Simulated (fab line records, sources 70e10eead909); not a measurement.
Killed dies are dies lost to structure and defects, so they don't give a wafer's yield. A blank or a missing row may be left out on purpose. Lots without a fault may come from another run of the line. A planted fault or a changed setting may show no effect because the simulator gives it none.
A struck lot beside a sound one | flow nand_harc | 32 steps out of a route of 1302
Sound: wafers L844.1, L844.2, L844.5. Struck: wafers L833.1, L833.3, L833.6. The cause comes at the end.
At each step with rows: each side's tool, then ch and its chambers, then its first start. Under that, the readings that differ: sound wafers | struck wafers | difference of the means | sigmas: that difference in standard deviations of wafers without a fault.
alike: readings whose means differ by less than 2 such deviations, and words and numbers that are the same on both sides. not compared: withheld readings, readings that some wafer has no value for, bounds like >300 that may hide the same value, and numbers for which the record gives no deviation and whose values overlap.
The two part at a step that has a row with sigmas, a row that says differs or no value, or rows on one side only. Numbers that don't overlap but have no deviation are shown without sigmas and don't part them. A reading that every wafer of one side lacks parts them only if that side has two wafers or more.

first, 9 steps without rows for these wafers: NHARC_A_CHANNEL_HOLE_D2_COAT_37 (time 65 s); NHARC_A_CHANNEL_HOLE_D2_COAT_04 (resist thk 90 nm); NHARC_A_CHANNEL_HOLE_D2_SOFTBAKE_05 (time 55 s); NHARC_A_CHANNEL_HOLE_D2_EBR_06; NHARC_A_CHANNEL_HOLE_D2_EXPOSE_07 (exposes mask HOLE D2, target cd 100 nm); NHARC_A_CHANNEL_HOLE_D2_PEB_08 (peb time 65 s); NHARC_A_CHANNEL_HOLE_D2_DEVELOP_09 (develop time 35 s); NHARC_A_CHANNEL_HOLE_D2_DESCUM_15 (chemistry O2, time 3 s); NHARC_A_CHANNEL_HOLE_D2_ETCH_38 (etches the open film in CF4, target depth 39 nm, time 65 s).
NHARC_A_CHANNEL_HOLE_D2_ETCH_39: etches the open film in N2/H2, target depth 260 nm, time 325 s.
  sound on rie_diel-10 ch 0,1,3, day 21 07:32; struck on rie_diel-10 ch 0,2,3, day 16 13:31
  alike: drypump_motor_current_A, oes_product_au, rf_vpp_V, showerhead_plenum_p_Torr, throttle_valve_pct
  not compared: rf_hours_counter_h
then, 19 steps without rows for these wafers: NHARC_A_CHANNEL_HOLE_D2_ETCH_34 (etches the open film in CF4/CHF3, target depth 154 nm, time 77 s); NHARC_A_CHANNEL_HOLE_D2_ETCH_16 (etches the open film in O2/COS, target depth 3100 nm, time 806 s); NHARC_A_CHANNEL_HOLE_D2_ETCH_19 (etches the open film in C4F8/O2/Ar, time 34.5 s); NHARC_A_CHANNEL_HOLE_D2_ETCH_20 (etches the open film in C4F8/O2/Ar, time 361.9 s, target depth 1600 nm); NHARC_A_CHANNEL_HOLE_D2_ETCH_21 (etches the open film in C4F8/O2/Ar, time 514.3 s, target depth 1600 nm); NHARC_A_CHANNEL_HOLE_D2_ETCH_22 (etches the open film in C4F8/O2/Ar, time 666.7 s, target depth 1600 nm); NHARC_A_CHANNEL_HOLE_D2_ETCH_23 (etches the open film in C4F8/O2/Ar, time 819 s, target depth 1600 nm); NHARC_A_CHANNEL_HOLE_D2_ETCH_24 (etches the open film in C4F8/O2/Ar, time 906.2 s, target depth 1500 nm); NHARC_A_CHANNEL_HOLE_D2_ETCH_25 (etches the open film in C4F8/O2/Ar, time 1040.2 s, target depth 1500 nm); NHARC_A_CHANNEL_HOLE_D2_ETCH_26 (etches the open film in C4F8/O2/Ar, time 224.1 s, target depth 300 nm); NHARC_A_CHANNEL_HOLE_D2_ETCH_27 (etches the open film in C4F8/O2/Ar, time 90 s, target depth 400 nm); NHARC_A_CHANNEL_HOLE_D2_STRIP_41 (strips in N2/H2); NHARC_A_CHANNEL_HOLE_D2_STRIP_42 (strips in CF4/CHF3); NHARC_A_CHANNEL_HOLE_D2_STRIP_43 (strips in O2/COS); NHARC_A_CHANNEL_HOLE_D2_ETCH_44 (etches the open film in CF4/O2, target depth 140 nm, overetch 14 nm, time 77 s); NHARC_A_CHANNEL_HOLE_D2_STRIP_28 (strips in O2); NHARC_A_CHANNEL_HOLE_D2_PRECLEAN_29 (cleans in SC1); NHARC_A_CHANNEL_HOLE_D2_SRD_30; NHARC_A_CHANNEL_HOLE_D2_XSEM_32.
NHARC_A_CHANNEL_HOLE_D2_INSPECT_40:
  sound on defect_inspect-01, day 21 14:11; struck on defect_inspect-02, day 16 20:44
  reading          | sound       | struck      | difference | sigmas
  raw_defect_count | 276 294 326 | 636 604 582 | +309       | +3
then, 1 step without rows for these wafers: NHARC_A_CHANNEL_FILL_D2_PRECLEAN_00 (cleans in SC1).
-- the record jumps here: 11 days lie between the struck wafers' starts before and after (it left off in module A_CHANNEL_FILL_D2 and takes up again in module END, whose first step shown is number 1302 of the route) --
NHARC_END_SORT_01:
  the record has rows for the struck wafers here (prober-01 ch 0, day 27 14:58) and none for the sound ones

WHERE THEY PART
First at NHARC_A_CHANNEL_HOLE_D2_INSPECT_40; last, within this record, at NHARC_END_SORT_01.

WHY: what the simulator had put in
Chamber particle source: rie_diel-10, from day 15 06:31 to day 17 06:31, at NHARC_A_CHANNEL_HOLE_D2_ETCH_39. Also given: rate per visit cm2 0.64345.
